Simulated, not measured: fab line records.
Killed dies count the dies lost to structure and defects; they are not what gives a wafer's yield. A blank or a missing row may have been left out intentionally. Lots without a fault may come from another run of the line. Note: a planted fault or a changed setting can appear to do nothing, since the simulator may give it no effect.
fab line records    flow n5-finfet
record lots=9  wafers=27  last-day=17
route steps=1938 shown BEOL_M4@1111 BEOL_M10@1529 BEOL_M11@1575 PASSIVATION@1936
lots with no fault: from the same line, run without faults
start-h: start of the lot's first displayed wafer, in hours after the record's first day    wait-h: hours elapsed since this lot's preceding step    " same as the row above    L1.1+2: a single row standing in for several wafers    - no value, or no start given    * or withheld: withheld    < > ~ a bound
route shown NAME@n: names a module that has steps shown in the file, with the first one's number in the route    usual: mean/standard deviation of fault-free wafers    same: alike in all rows    chamber/n: place in a boat    sites: per-site readings    _std_site: their standard deviation    _edge_site: outer sites' mean less inner sites'    radius-mm: for every site, how far away it sits from the centre of the wafer    mask NAME#n: copy n    behind: tool/chamber where the wafer was last shaped    hold: cause of the lot's hold/its duration in hours/its outcome    device: whichever transistor did not switch (one of n, p or np)    end of line: tests run on the same wafers once the route is complete    step lacking rows: just its recipe    killed: dies that structure and defects cost at the first sort, which is not the same as the wafer's yield    map: the dies of a wafer, with x for killed, . for not killed, _ for no die there
set.NAME: the setting that was run; set.NAME@STEP: the one run at that earlier step    model.NAME: the simulator's own value behind a step, which no gauge read
a sample of lots followed through the steps of the route, with each step as a table and each wafer as a row
services: the hour from which a tool's chamber was out of use, counted from the record's first day as start-h (under 0 if before that day), plus the number of hours and why
## steps
# step N5_BEOL_M4_RC_MEAS_101
# usual DIBL_N=36.4/1.4  DIBL_P=36.3/1.5  IOFF_N=0.162/0.023  IOFF_P=0.211/0.027  ION_N=676/9.7  ION_P=463/6.4  SS_N=71.5/0.5  SS_P=73.3/0.6  VT_N=249.3/2.5  VT_P=-249.9/2.8
lot.wafer  tool       chamber  start-h  wait-h  DIBL_N[mV/V]  DIBL_P[mV/V]  IOFF_N[nA/um]  IOFF_P[nA/um]  ION_N[uA/um]  ION_P[uA/um]  SS_N[mV/dec]  SS_P[mV/dec]  VT_N[mV]  VT_P[mV]
L323.3     prober-02  0        180.56   0.3     36.4          36.6          0.157          0.228          673           465           71.7          73.9          252.4     -249.1
L323.4     "          0        "        "       36.8          37.2          0.168          0.234          667           463           72.5          74.0          250.6     -248.0
L323.6     "          0        "        "       34.2          34.2          0.123          0.191          664           456           71.4          72.8          254.9     -250.8
L330.1     prober-02  0        233.52   0.0     35.0          36.0          0.133          0.176          668           463           71.6          73.2          250.4     -252.8
L330.2     "          0        "        "       35.8          36.0          0.146          0.171          657           446           71.3          72.7          252.2     -252.0
L330.3     "          0        "        "       35.3          36.2          0.143          0.181          675           459           71.8          73.3          248.1     -255.4
L331.2     prober-01  0        236.50   0.2     35.7          34.9          0.142          0.204          672           468           71.3          72.5          249.4     -246.3
L331.3     "          0        "        "       36.9          36.0          0.154          0.207          660           459           71.2          73.3          246.6     -248.5
L331.4     "          0        "        "       37.6          35.8          0.162          0.207          661           452           72.1          72.9          251.6     -247.9
L332.2     prober-02  0        237.07   0.2     37.0          36.7          0.177          0.185          682           456           71.9          73.0          247.8     -255.2
L332.3     "          0        "        "       37.2          38.1          0.190          0.202          687           458           71.6          74.1          247.5     -252.1
L332.5     "          0        "        "       37.8          37.9          0.192          0.205          686           459           71.6          73.4          244.2     -253.5
L335.3     prober-01  0        254.92   0.3     35.0          35.2          0.154          0.215          688           472           71.2          74.1          246.0     -248.1
L335.5     "          0        "        "       35.0          35.0          0.155          0.213          680           469           70.3          73.4          250.0     -248.0
L335.6     "          0        "        "       35.4          35.9          0.172          0.230          681           466           71.2          73.5          244.4     -247.5
L339.3     prober-02  0        292.67   0.3     35.7          35.6          0.161          0.188          681           458           72.2          73.8          249.8     -252.5
L339.4     "          0        "        "       36.4          37.2          0.173          0.212          675           457           71.8          74.8          248.5     -249.4
L339.6     "          0        "        "       36.1          36.2          0.163          0.193          689           462           71.4          73.2          250.0     -252.2
L340.1     prober-02  0        295.55   0.0     36.0          34.2          0.153          0.213          670           462           71.6          73.0          250.2     -250.2
L340.2     "          0        "        "       36.4          33.9          0.162          0.216          661           457           71.6          71.9          250.8     -246.2
L340.6     "          0        "        "       36.4          35.0          0.162          0.231          665           466           71.4          73.6          250.8     -248.0
L342.2     prober-01  0        296.27   0.2     36.9          36.1          0.163          0.192          676           459           71.7          73.5          249.4     -251.9
L342.4     "          0        "        "       40.8          42.2          0.254          0.309          706           473           72.2          75.0          244.1     -243.8
L342.5     "          0        "        "       38.4          38.3          0.188          0.240          699           472           71.9          74.3          248.1     -250.8
L343.1     prober-02  0        297.84   0.0     34.1          32.7          0.122          0.172          674           465           70.9          72.6          252.4     -251.9
L343.2     "          0        "        "       37.0          36.4          0.164          0.225          673           463           71.6          73.3          248.5     -248.6
L343.5     "          0        "        "       35.6          35.0          0.149          0.198          691           470           71.2          73.7          247.3     -248.5
# step N5_BEOL_M10_ANNEAL_51
# recipe temp-c=225  time-s=90  ambient=N2
# usual wafer_temp_C_max=226.4/0.78
lot.wafer  tool           chamber  start-h  wait-h  wafer_temp_C_max
L323.3     rtp-anneal-02  0        240.12   0.1     226.5
L323.4     "              0        "        "       227.0
L323.6     "              0        "        "       226.3
L332.2     rtp-anneal-02  0        281.42   0.1     227.2
L332.3     "              0        "        "       227.6
L332.5     "              0        "        "       227.4
L330.1     rtp-anneal-01  0        288.55   0.2     225.5
L330.2     "              0        "        "       225.4
L330.3     "              0        "        "       225.5
L331.2     rtp-anneal-02  0        289.70   1.0     226.6
L331.3     "              0        "        "       226.4
L331.4     "              0        "        "       226.9
L335.3     rtp-anneal-02  0        307.03   0.1     227.5
L335.5     "              0        "        "       227.0
L335.6     "              0        "        "       227.3
L340.1     rtp-anneal-01  0        347.50   0.1     226.0
L340.2     "              0        "        "       226.0
L340.6     "              0        "        "       225.8
L342.2     rtp-anneal-02  0        351.89   0.6     227.0
L342.4     "              0        "        "       227.5
L342.5     "              0        "        "       226.8
L343.1     rtp-anneal-02  0        352.58   0.8     226.7
L343.2     "              0        "        "       227.4
L343.5     "              0        "        "       227.5
L339.3     rtp-anneal-01  0        352.58   0.8     225.8
L339.4     "              0        "        "       225.9
L339.6     "              0        "        "       225.6
# step N5_BEOL_M11_VIA_ETCH_34
# recipe chemistry=C4F6/O2  target=SiCOH_lowk  target-depth-a=1845  mask-material=SOC  taper-deg=4  time-s=69.2  ion-energy-ev=250  pressure-mtorr=30  source-w=345  bias-w=185  Ar_flow_sccm=300  C4F6_flow_sccm=10  O2_flow_sccm=10
# usual drypump-motor-current-A=5.7/0.41  oes_f_703_au=0.80/0.076  oes-product-au=0.79/0.076  rf-vpp-V=663/6.6  showerhead-plenum-p-Torr=2.84/0.06  throttle-valve-pct=20.86/0.28
lot.wafer  tool         chamber  start-h  wait-h  drypump-motor-current-A  oes_f_703_au  oes-product-au  rf-hours-counter-h  rf-vpp-V  showerhead-plenum-p-Torr  throttle-valve-pct
L323.3     rie-diel-05  1        246.86   0.0     6.2                      0.78          0.79            117                 664       2.86                      21.24
L323.4     "            0        "        "       5.7                      0.70          0.69            247                 656       2.81                      21.27
L323.6     "            2        "        "       5.0                      0.88          0.86            -                   652       2.90                      20.36
L332.2     rie-diel-03  0        286.21   0.0     6.2                      0.76          0.75            161                 662       2.73                      20.65
L332.3     "            1        "        "       6.1                      0.72          0.71            191                 672       2.95                      20.92
L332.5     "            2        "        "       5.4                      0.74          0.73            -                   666       2.84                      20.87
L330.1     rie-diel-01  0        293.30   0.0     5.6                      0.75          0.73            176                 663       2.84                      20.95
L330.2     "            3        "        "       5.1                      0.93          0.92            35                  665       2.90                      20.64
L330.3     "            2        "        "       5.7                      0.79          0.81            94                  668       2.75                      20.59
L331.2     rie-diel-01  1        294.63   0.0     5.7                      0.79          0.79            113                 677       2.87                      20.92
L331.3     "            3        "        "       5.2                      0.92          0.90            36                  663       2.90                      20.64
L331.4     "            2        "        "       5.7                      0.79          0.80            95                  670       2.75                      20.58
L335.3     rie-diel-03  0        315.86   0.0     6.2                      0.75          0.74            172                 661       2.73                      20.67
L335.5     "            3        "        "       6.3                      0.83          0.84            -                   663       2.87                      20.77
L335.6     "            0        "        "       6.2                      0.75          0.74            -                   661       2.73                      20.66
L340.1     rie-diel-03  0        351.12   0.0     6.2                      0.74          0.73            184                 660       2.72                      20.69
L340.2     "            2        "        "       5.5                      0.72          0.70            192                 664       2.83                      20.91
L340.6     "            2        "        "       5.5                      0.73          0.71            -                   664       2.83                      20.91
L342.2     rie-diel-01  2        357.72   0.0     5.7                      0.77          0.77            118                 669       2.74                      20.61
L342.4     "            3        "        "       5.1                      0.89          0.87            58                  663       2.89                      20.67
L342.5     "            0        "        "       5.6                      0.73          0.72            -                   661       2.83                      20.98
L343.1     rie-diel-03  2        358.17   0.0     5.5                      0.72          0.70            194                 663       2.83                      20.92
L343.2     "            0        "        "       6.2                      0.74          0.72            186                 661       2.72                      20.70
L343.5     "            2        "        "       5.5                      0.72          0.71            -                   663       2.83                      20.93
L339.3     rie-diel-01  0        358.25   0.0     5.6                      0.74          0.73            194                 662       2.83                      20.99
L339.4     "            3        "        "       5.1                      0.89          0.87            59                  664       2.89                      20.65
L339.6     "            3        "        "       5.1                      0.89          0.87            -                   666       2.89                      20.65
# step N5_BEOL_M11_STRIP_36
# recipe chemistry=N2/H2  power-w=450  temp-c=40  pressure-mtorr=20  rf-frequency-hz=6e+07  overash-fraction=0.3  bias-power-w=7  h2-frac=0.5  n2-flow-sccm=200  h2-flow-sccm=200
# usual bias-power-w=6.997/0.021  chamber-pressure-mTorr=20.00/0.039  drypump-motor-current-A=5.7/0.41  oes-product-au=0.79/0.076  power-w=450.1/1.4  rf-vpp-V=59.3/1.9  showerhead-plenum-p-Torr=2.54/0.057  throttle-valve-pct=23.5/0.34
lot.wafer  tool         chamber  start-h  wait-h  bias-power-w  chamber-pressure-mTorr  drypump-motor-current-A  oes-product-au  power-w  rf-hours-counter-h  rf-vpp-V  showerhead-plenum-p-Torr  throttle-valve-pct
L323.3     rie-diel-05  1        246.92   0.0     6.986         20.04                   6.2                      0.80            452.0    117                 56.6      2.55                      24.1
L323.4     "            0        "        "       7.048         20.01                   5.7                      0.69            450.7    247                 58.6      2.49                      23.8
L323.6     "            2        "        "       6.969         19.97                   5.0                      0.88            451.6    -                   60.0      2.58                      22.9
L332.2     rie-diel-03  0        286.27   0.0     -             -                       -                        -               -        -                   -         -                         -
L332.3     "            1        "        "       -             -                       -                        -               -        -                   -         -                         -
L332.5     "            2        "        "       -             -                       -                        -               -        -                   -         -                         -
L330.1     rie-diel-01  0        293.36   0.0     -             -                       -                        -               -        -                   -         -                         -
L330.2     "            3        "        "       -             -                       -                        -               -        -                   -         -                         -
L330.3     "            2        "        "       -             -                       -                        -               -        -                   -         -                         -
L331.2     rie-diel-01  1        294.69   0.0     -             -                       -                        -               -        -                   -         -                         -
L331.3     "            3        "        "       -             -                       -                        -               -        -                   -         -                         -
L331.4     "            2        "        "       -             -                       -                        -               -        -                   -         -                         -
L335.3     rie-diel-03  0        315.92   0.0     6.990         20.05                   6.2                      0.75            449.6    172                 60.5      2.43                      23.3
L335.5     "            3        "        "       6.996         20.07                   6.2                      0.83            451.8    -                   56.4      2.57                      23.5
L335.6     "            0        "        "       6.964         20.04                   6.2                      0.74            450.7    -                   59.1      2.43                      23.3
L340.1     rie-diel-03  0        351.18   0.0     7.014         20.01                   6.2                      0.75            453.1    184                 59.3      2.42                      23.3
L340.2     "            2        "        "       7.006         19.89                   5.5                      0.70            448.8    192                 59.4      2.52                      23.8
L340.6     "            2        "        "       7.001         20.01                   5.5                      0.72            449.1    -                   58.6      2.52                      23.8
L342.2     rie-diel-01  2        357.78   0.0     6.955         20.02                   5.7                      0.76            451.2    118                 57.7      2.44                      23.2
L342.4     "            3        "        "       6.976         20.00                   5.1                      0.87            452.1    58                  61.8      2.58                      23.4
L342.5     "            0        "        "       6.981         19.99                   5.6                      0.72            451.2    -                   57.7      2.53                      23.8
L343.1     rie-diel-03  2        358.24   0.0     6.996         19.95                   5.4                      0.70            448.0    194                 56.8      2.52                      23.8
L343.2     "            0        "        "       7.010         20.05                   6.2                      0.73            448.6    186                 58.6      2.42                      23.3
L343.5     "            2        "        "       6.968         20.08                   5.5                      0.71            448.2    -                   59.1      2.52                      23.9
L339.3     rie-diel-01  0        358.32   0.0     6.980         20.03                   5.6                      0.73            449.6    194                 60.4      2.53                      23.8
L339.4     "            3        "        "       7.026         20.01                   5.1                      0.86            452.8    59                  61.3      2.58                      23.4
L339.6     "            3        "        "       7.027         19.96                   5.1                      0.87            451.9    -                   57.9      2.58                      23.4
# step N5_BEOL_M11_DEGAS_44
# recipe ambient=vacuum  temp-c=250  time-s=60
# usual heater-power-w=347/47
lot.wafer  tool            chamber  start-h  wait-h  heater-power-w
L323.3     pvd-sputter-01  -        247.95   0.5     399
L323.4     "               -        "        "       363
L323.6     "               -        "        "       345
L332.2     pvd-sputter-02  -        287.26   0.5     309
L332.3     "               -        "        "       422
L332.5     "               -        "        "       278
L330.1     pvd-sputter-03  -        294.30   0.5     293
L330.2     "               -        "        "       342
L330.3     "               -        "        "       352
L331.2     pvd-sputter-01  -        295.58   0.4     385
L331.3     "               -        "        "       345
L331.4     "               -        "        "       311
L335.3     pvd-sputter-03  -        316.66   0.2     340
L335.5     "               -        "        "       290
L335.6     "               -        "        "       338
L340.1     pvd-sputter-01  -        351.95   0.3     330
L340.2     "               -        "        "       300
L340.6     "               -        "        "       339
L342.2     pvd-sputter-01  -        359.01   0.5     399
L342.4     "               -        "        "       376
L342.5     "               -        "        "       345
L343.1     pvd-sputter-03  -        359.11   0.4     291
L343.2     "               -        "        "       357
L343.5     "               -        "        "       328
L339.3     pvd-sputter-02  -        359.54   0.4     423
L339.4     "               -        "        "       402
L339.6     "               -        "        "       308
# step N5_PASSIVATION_PROBE_49
# usual defect-limited-yield=91.3/1.3  killed_at_M0_to_M3=33/8.9  killed_at_M4_up=15/5.4  killed-at-contacts=13/5.8  killed-at-front-end=39/9.9  killed-at-other=3.2/2.9  killed-dies=102/15  killed-on-rim=13/3.7  killed-open=68/12  killed-short=34/7.6  sort_bin_4_leakage=0.00/0.007  sort_bin_5_function=5.1/0.89  sort_bin_6_memory=3.2/0.63  sort-n-pass=1078/15  sort-yield-pct=91.3/1.3
# same gross-dies=1180  killed-at-back-side=0  sort_bin_8_speed[%]=0
lot.wafer  tool       chamber  start-h  wait-h  defect-limited-yield[%]  killed_at_M0_to_M3  killed_at_M4_up  killed-at-contacts  killed-at-front-end  killed-at-other  killed-dies  killed-on-rim  killed-open  killed-short  sort_bin_4_leakage[%]  sort_bin_5_function[%]  sort_bin_6_memory[%]  sort-n-pass  sort-yield-pct[%]
L332.2     prober-01  -        332.60   0.1     0                        60                  1063             24                  32                   1                1180         152            79           48            0                      95.0                    4.6                   0            0
L332.3     prober-01  -        332.65   0.1     0                        41                  1084             8                   47                   0                1180         152            76           29            0                      96.4                    3.4                   0            0
L332.5     prober-01  -        332.75   0.2     0                        33                  1094             11                  35                   7                1180         152            63           32            0                      96.8                    2.9                   0            0
L330.1     prober-01  -        335.09   0.0     0                        16                  1120             9                   31                   4                1180         152            64           26            0                      97.3                    2.2                   0            0
L330.2     prober-01  -        335.14   0.1     0                        38                  1095             12                  24                   11               1180         152            62           37            0                      96.4                    3.4                   0            0
L330.3     prober-01  -        335.19   0.1     0                        22                  1115             12                  28                   3                1180         152            52           29            0                      97.0                    2.8                   0            0
L331.2     prober-01  -        336.70   0.1     0                        18                  1111             7                   36                   8                1180         152            60           27            0                      96.7                    3.1                   0            0
L331.3     prober-01  -        336.75   0.1     0                        29                  1095             14                  31                   11               1180         152            57           36            0                      96.5                    3.1                   0            0
L331.4     prober-01  -        336.80   0.2     0                        27                  1084             8                   55                   6                1180         152            85           36            0                      96.0                    3.7                   0            0
# killed by level:class
L332.2 BEOL_M11:area-ald=1053 MOL_CONTACT_COAG:geometric-particle:open=18 BEOL_M0_SAQP:geometric-particle:open=17 BEOL_M0_SAQP:geometric-particle:short=13 BEOL_M2:geometric-particle:open=8 FIN_SAQP:geometric-particle:open=7 DUMMY_GATE:geometric-particle:open=7 BEOL_M3:geometric-particle:open=7
L332.3 BEOL_M11:area-ald=1075 STI_FIN_REVEAL:geometric-particle:open=16 BEOL_M3:geometric-particle:open=13 BEOL_M0_SAQP:geometric-particle:short=8 BEOL_M2:geometric-particle:open=8 DUMMY_GATE:geometric-particle:open=7 BEOL_M0_SAQP:geometric-particle:open=7 FIN_SAQP:geometric-particle:open=6
L332.5 BEOL_M11:area-ald=1085 FIN_SAQP:geometric-particle:open=10 FIN_SAQP:geometric-particle:short=9 MOL_CONTACT_COAG:geometric-particle:open=9 BEOL_M1:geometric-particle:open=8 DUMMY_GATE:geometric-particle:open=5 BEOL_M0_SAQP:geometric-particle:open=5 BEOL_M0_SAQP:geometric-particle:short=5
L330.1 BEOL_M11:area-ald=1090 BEOL_M4:geometric-particle:open=15 STI_FIN_REVEAL:geometric-particle:open=9 MOL_CONTACT_COAG:geometric-particle:open=8 BEOL_M5:geometric-particle:open=5 DUMMY_GATE:geometric-particle:open=4 BEOL_M3:geometric-particle:open=4 STARTING-WAFER:geometric-particle:short=4
L330.2 BEOL_M11:area-ald=1081 BEOL_M0_SAQP:geometric-particle:open=10 BEOL_M4:geometric-particle:open=9 BEOL_M0_SAQP:geometric-particle:short=9 MOL_CONTACT_COAG:geometric-particle:open=9 STI_FIN_REVEAL:geometric-particle:open=7 BEOL_M3:geometric-particle:short=6 BEOL_M2:geometric-particle:open=5
L330.3 BEOL_M11:area-ald=1097 MOL_CONTACT_COAG:geometric-particle:open=12 BEOL_M0_SAQP:geometric-particle:short=8 FIN_SAQP:geometric-particle:open=6 BEOL_M0_SAQP:geometric-particle:open=6 ILD0:geometric-particle:short=4 STARTING-WAFER:geometric-particle:short=4 STI_FIN_REVEAL:geometric-particle:open=3
L331.2 BEOL_M11:area-ald=1092 FIN_SAQP:geometric-particle:open=15 FIN_SAQP:geometric-particle:short=11 BEOL_M4:geometric-particle:open=10 MOL_CONTACT_COAG:geometric-particle:open=7 DUMMY_GATE:geometric-particle:open=5 BEOL_M2:geometric-particle:open=5 BEOL_M3:geometric-particle:open=4
L331.3 BEOL_M11:area-ald=1087 FIN_SAQP:geometric-particle:short=12 MOL_CONTACT_COAG:geometric-particle:open=11 BEOL_M3:geometric-particle:open=8 PAD_METAL:geometric-particle:short=6 BEOL_M0_SAQP:geometric-particle:open=5 BEOL_M1:geometric-particle:open=5 FIN_SAQP:geometric-particle:open=4
L331.4 BEOL_M11:area-ald=1056 BEOL_M4:geometric-particle:open=19 FIN_SAQP:geometric-particle:open=17 FIN_SAQP:geometric-particle:short=14 BEOL_M3:geometric-particle:open=13 STI_FIN_REVEAL:geometric-particle:open=10 MOL_CONTACT_COAG:geometric-particle:open=5 BEOL_M3:geometric-particle:short=5
## services
tool            chamber  start-h  hours  kind
rie-diel-01     -        232.90   2.8    pm
rie-diel-03     2        248.66   32.5   repair
rie-diel-05     -        255.94   4.4    repair
rie-diel-03     3        261.12   1.6    repair
rie-diel-05     0        261.54   -      clean
rie-diel-05     0        261.54   -      consumable-replace:focus-ring
rie-diel-05     0        261.54   20.1   scheduled-down
rie-diel-05     0        261.54   20.1   vent-cycle
rie-diel-05     -        265.35   34.4   repair
pvd-sputter-03  -        338.38   2.8    repair
rie-diel-03     1        349.49   7.0    repair
rie-diel-05     3        353.07   7.0    repair
## key
first-sign step=N5_BEOL_M11_STRIP_36  reading=tool-record  direction=missing
effect step=N5_PASSIVATION_PROBE_49  reading=killed_at_M4_up  direction=up  sigmas=99+  usual=15  struck=1096
more-kills-born-at N5_BEOL_M11_ALD_74@ald-metal-03=6448  N5_BEOL_M11_ALD_74@ald-metal-04=3268
met-at N5_BEOL_M11_STRIP_36
struck-lots L330,L331,L332
later-rows-left-out L330.1,L330.2,L330.3,L331.2,L331.3,L331.4,L332.2,L332.3,L332.5
not-acting-at N5_BEOL_M10_ANNEAL_51,N5_BEOL_M11_VIA_ETCH_34,N5_BEOL_M11_DEGAS_44
fault kind=skipped-step-whole  tool=rie-diel-01,rie-diel-03  chamber=-  onset-h=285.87  steps=N5_BEOL_M11_STRIP_36  scope=struck-lots-only
# later-rows-left-out: the simulator's readings of these wafers behind a module that went badly wrong aren't trusted and aren't shown, but for the sort
